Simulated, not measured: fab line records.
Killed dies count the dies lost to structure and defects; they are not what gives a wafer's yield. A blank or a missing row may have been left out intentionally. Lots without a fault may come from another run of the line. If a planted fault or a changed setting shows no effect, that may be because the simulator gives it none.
Split-lot study / flow n5_finfet / 21 wafers read across 7 lots, on a route 1938 steps long

ABOUT THE SPLIT
At N5_HKMG_FIN_COAT_43 (resist thk 90 nm), the setting spin_rpm was moved away from the recipe's 1500 rpm on 5 of the 21 wafers read, by -8.7% to +6.6%. This setting was run at the recipe's value on the other wafers.

FROM THE SPLIT TO THE READING: what the file shows between them, 4 steps
- N5_HKMG_FIN_EBR_45
- N5_HKMG_FIN_SOFTBAKE_44: time 60 s
- N5_HKMG_FIN_EXPOSE_46: exposes mask NDIPOLE
- N5_HKMG_FIN_PEB_47: peb time 60 s

THE READING
CAR-ArF_of_HKMG_FIN_COAT_43.thk_nm (the simulator's own value, which no gauge read), in nm, at N5_HKMG_FIN_DEVELOP_48 (develop time 30 s). The file does not state a usual value for it. The 16 wafers here that ran the recipe average 88.3 nm, standard deviation 0.22 nm.

wafer=L076.2; tool, chamber at the split=litho_track-05, 0; spin_rpm as run, rpm=1500; against the recipe=recipe; CAR-ArF_of_HKMG_FIN_COAT_43.thk_nm, nm=88.6; against lot-mates on the recipe=-
wafer=L076.4; tool, chamber at the split=litho_track-05, 0; spin_rpm as run, rpm=1500; against the recipe=recipe; CAR-ArF_of_HKMG_FIN_COAT_43.thk_nm, nm=88.6; against lot-mates on the recipe=-
wafer=L076.6; tool, chamber at the split=litho_track-05, 0; spin_rpm as run, rpm=1500; against the recipe=recipe; CAR-ArF_of_HKMG_FIN_COAT_43.thk_nm, nm=88.6; against lot-mates on the recipe=-
wafer=L077.1; tool, chamber at the split=litho_track-05, 0; spin_rpm as run, rpm=1500; against the recipe=recipe; CAR-ArF_of_HKMG_FIN_COAT_43.thk_nm, nm=88.2; against lot-mates on the recipe=-
wafer=L077.2; tool, chamber at the split=litho_track-05, 0; spin_rpm as run, rpm=1500; against the recipe=recipe; CAR-ArF_of_HKMG_FIN_COAT_43.thk_nm, nm=88.2; against lot-mates on the recipe=-
wafer=L077.3; tool, chamber at the split=litho_track-05, 0; spin_rpm as run, rpm=1500; against the recipe=recipe; CAR-ArF_of_HKMG_FIN_COAT_43.thk_nm, nm=88.2; against lot-mates on the recipe=-
wafer=L080.2; tool, chamber at the split=litho_track-03, 0; spin_rpm as run, rpm=1500; against the recipe=recipe; CAR-ArF_of_HKMG_FIN_COAT_43.thk_nm, nm=88.6; against lot-mates on the recipe=-
wafer=L080.5; tool, chamber at the split=litho_track-03, 0; spin_rpm as run, rpm=1500; against the recipe=recipe; CAR-ArF_of_HKMG_FIN_COAT_43.thk_nm, nm=88.6; against lot-mates on the recipe=-
wafer=L080.4; tool, chamber at the split=litho_track-03, 0; spin_rpm as run, rpm=1391; against the recipe=-7.3%; CAR-ArF_of_HKMG_FIN_COAT_43.thk_nm, nm=92.2; against lot-mates on the recipe=+3.6
wafer=L090.3; tool, chamber at the split=litho_track-05, 0; spin_rpm as run, rpm=1500; against the recipe=recipe; CAR-ArF_of_HKMG_FIN_COAT_43.thk_nm, nm=88.4; against lot-mates on the recipe=-
wafer=L090.6; tool, chamber at the split=litho_track-05, 0; spin_rpm as run, rpm=1500; against the recipe=recipe; CAR-ArF_of_HKMG_FIN_COAT_43.thk_nm, nm=88.4; against lot-mates on the recipe=-
wafer=L090.4; tool, chamber at the split=litho_track-05, 0; spin_rpm as run, rpm=1500; against the recipe=recipe; CAR-ArF_of_HKMG_FIN_COAT_43.thk_nm, nm=88.2; against lot-mates on the recipe=-
wafer=L093.1; tool, chamber at the split=litho_track-02, 0; spin_rpm as run, rpm=1500; against the recipe=recipe; CAR-ArF_of_HKMG_FIN_COAT_43.thk_nm, nm=88; against lot-mates on the recipe=-
wafer=L093.4; tool, chamber at the split=litho_track-02, 0; spin_rpm as run, rpm=1500; against the recipe=recipe; CAR-ArF_of_HKMG_FIN_COAT_43.thk_nm, nm=88.6; against lot-mates on the recipe=-
wafer=L093.5; tool, chamber at the split=litho_track-02, 0; spin_rpm as run, rpm=1370; against the recipe=-8.7%; CAR-ArF_of_HKMG_FIN_COAT_43.thk_nm, nm=92.4; against lot-mates on the recipe=+4.1
wafer=L094.1; tool, chamber at the split=litho_track-02, 0; spin_rpm as run, rpm=1401; against the recipe=-6.6%; CAR-ArF_of_HKMG_FIN_COAT_43.thk_nm, nm=91.4; against lot-mates on the recipe=+3.2
wafer=L094.3; tool, chamber at the split=litho_track-02, 0; spin_rpm as run, rpm=1401; against the recipe=-6.6%; CAR-ArF_of_HKMG_FIN_COAT_43.thk_nm, nm=91.4; against lot-mates on the recipe=+3.2
wafer=L094.5; tool, chamber at the split=litho_track-02, 0; spin_rpm as run, rpm=1500; against the recipe=recipe; CAR-ArF_of_HKMG_FIN_COAT_43.thk_nm, nm=88.2; against lot-mates on the recipe=-
wafer=L097.2; tool, chamber at the split=litho_track-03, 0; spin_rpm as run, rpm=1500; against the recipe=recipe; CAR-ArF_of_HKMG_FIN_COAT_43.thk_nm, nm=88.2; against lot-mates on the recipe=-
wafer=L097.3; tool, chamber at the split=litho_track-03, 0; spin_rpm as run, rpm=1500; against the recipe=recipe; CAR-ArF_of_HKMG_FIN_COAT_43.thk_nm, nm=88; against lot-mates on the recipe=-
wafer=L097.4; tool, chamber at the split=litho_track-03, 0; spin_rpm as run, rpm=1599; against the recipe=+6.6%; CAR-ArF_of_HKMG_FIN_COAT_43.thk_nm, nm=85.2; against lot-mates on the recipe=-2.9

FIT RESULTS
A straight line over all 21 wafers: CAR-ArF_of_HKMG_FIN_COAT_43.thk_nm changes by -0.48 nm for each +1% of spin_rpm; r = -0.99; the points scatter about the line by 0.22 nm.
The same after taking each lot's own level away (the mean of its wafers on the recipe; 21 wafers): -0.474 nm for each +1%; r = -1.00; scatter 0.13 nm.
On that fit, the largest move of spin_rpm shifts the reading by 4.1 nm.
Measured against the standard deviation above, the lots' own levels, which go from 88.10 to 88.60 nm, span 2.3 times it.
Hence the lot-to-lot level has little effect on the slope; both slopes agree.
Check: +4.14 nm against its lot-mates is what the line predicts for one of the wafers moved furthest among these (-8.7%) when that wafer is left out of the fit. Against them it came out at +4.1 nm.

ADDITIONAL SPLITS CARRIED BY THESE WAFERS
Other splits were also applied to these wafers ahead of the reading. Each is held against what the fit with the lots' levels taken away leaves over:
other split on the same wafers=N5_PMOS_HMC_CHANNEL_EPI_COAT_31 spin_rpm; wafers away from the commonest value=5; r with CAR-ArF_of_HKMG_FIN_COAT_43.thk_nm (lot level and that fit taken away)=+0.30
other split on the same wafers=N5_PMOS_HMC_CHANNEL_EPI_COAT_03 spin_rpm; wafers away from the commonest value=8; r with CAR-ArF_of_HKMG_FIN_COAT_43.thk_nm (lot level and that fit taken away)=+0.38
other split on the same wafers=N5_STI_FIN_REVEAL_ETCHBACK_08 time_s; wafers away from the commonest value=5; r with CAR-ArF_of_HKMG_FIN_COAT_43.thk_nm (lot level and that fit taken away)=-0.15
other split on the same wafers=N5_DUMMY_GATE_HM_DEP_06 time_s; wafers away from the commonest value=18; r with CAR-ArF_of_HKMG_FIN_COAT_43.thk_nm (lot level and that fit taken away)=+0.01
other split on the same wafers=N5_DUMMY_GATE_EXPOSE_12 dose_mj; wafers away from the commonest value=3; r with CAR-ArF_of_HKMG_FIN_COAT_43.thk_nm (lot level and that fit taken away)=-0.34
other split on the same wafers=N5_SD_EPI_N_EPI_21 temp_c; wafers away from the commonest value=5; r with CAR-ArF_of_HKMG_FIN_COAT_43.thk_nm (lot level and that fit taken away)=+0.01

THE WHOLE CHAIN: every reading that the file lists as answering this split, in the file's order
step=N5_HKMG_FIN_COAT_43; what it does=resist thk 90 nm; reading=CAR-ArF_of_HKMG_FIN_COAT_43.thk_nm (the simulator's own value, which no gauge read); change (the file's fit)=-0.482 nm for each +1% of the setting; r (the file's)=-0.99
step=N5_HKMG_FIN_DEVELOP_48; what it does=develop time 30 s; reading=CAR-ArF_of_HKMG_FIN_COAT_43.thk_nm (the simulator's own value, which no gauge read); change (the file's fit)=-0.474 nm for each +1% of the setting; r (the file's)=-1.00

THE FILE'S OWN FIT
CAR-ArF_of_HKMG_FIN_COAT_43.thk_nm changes by -0.474 nm for each +1% of spin_rpm, r = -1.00.
